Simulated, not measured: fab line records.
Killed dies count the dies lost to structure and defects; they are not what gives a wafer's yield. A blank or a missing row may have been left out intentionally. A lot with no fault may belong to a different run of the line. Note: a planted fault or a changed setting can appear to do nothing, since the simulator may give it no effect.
One fault through the eyes of 2 desks | flow nand-harc | each desk holds nothing but its own numbers, with what lay behind them at the end

== METROLOGY DESK ==
Lot by lot, what the gauges showed, no matter which tool ran the lot: averages of those sampled wafers that carry a number. If a lot's mean is further than 4 standard deviations from the usual mean, the lot is out of limits and carries the mark OUT (the distance appears in the brackets).
Columns: A = cd-nm at NHARC_THIN_TSV_CD_MEAS_37, usual 4999.5 nm
lot  | first seen here | A
L798 | day 24 17:01    | 5001.2
L799 | day 25 07:34    | 4997.7
L800 | day 25 08:54    | 5001.1
L804 | day 27 03:29    | 5001.2
L803 | day 27 04:34    | 4998.6
L805 | day 27 16:01    | 4997.8
L806 | day 27 23:45    | 4998.9
L808 | day 28 12:02    | 4999.7
L812 | day 30 07:37    | 4999.5
L813 | day 30 13:43    | 5000.2
L815 | day 31 09:27    | 4999.9
L817 | day 32 00:59    | 4998.1
L819 | day 33 11:00    | 5001.6
L820 | day 33 12:07    | 5000.6
This desk's finding: nothing out of limits on any of the 14 lots.

== AT THE TOOL OWNER'S DESK: cmp-02 ==
The tool's own readings at NHARC_A_DECK1_JOINT_CMP_13 (polishes, target thk 51.023 nm): means of the sampled wafers that have a number, for each lot that ran on this tool. If a lot's mean is further than 4 standard deviations from the usual mean, the lot is out of limits and carries the mark OUT (the distance appears in the brackets).
Columns: A = edge-zone-pressure-frac at NHARC_A_DECK1_JOINT_CMP_13, usual 1.000; B = motor-current-A at NHARC_A_DECK1_JOINT_CMP_13, usual 12.3 A; C = time-to-endpoint-s at NHARC_A_DECK1_JOINT_CMP_13, usual 9.0 s
lot  | first seen here | A     | B    | C
L798 | day 11 20:32    | 1.002 | 12.0 | 10.2
L804 | day 14 15:10    | 1.000 | 12.6 | 10.0
L805 | day 14 23:27    | 1.004 | 12.8 | 8.8
L806 | day 15 06:40    | 0.999 | 12.3 | 9.2
L808 | day 15 20:59    | 0.994 | 12.4 | 9.8
L817 | day 19 11:46    | 1.002 | 12.5 | 11.7
This desk's finding: nothing out of limits on any of the 6 lots.

== ALL TOGETHER ==
At the metrology desk, nothing out of limits was observed.
Nothing out of limits was seen by the tool owner's desk.

== WHAT WAS PUT IN BY THE SIMULATOR ==
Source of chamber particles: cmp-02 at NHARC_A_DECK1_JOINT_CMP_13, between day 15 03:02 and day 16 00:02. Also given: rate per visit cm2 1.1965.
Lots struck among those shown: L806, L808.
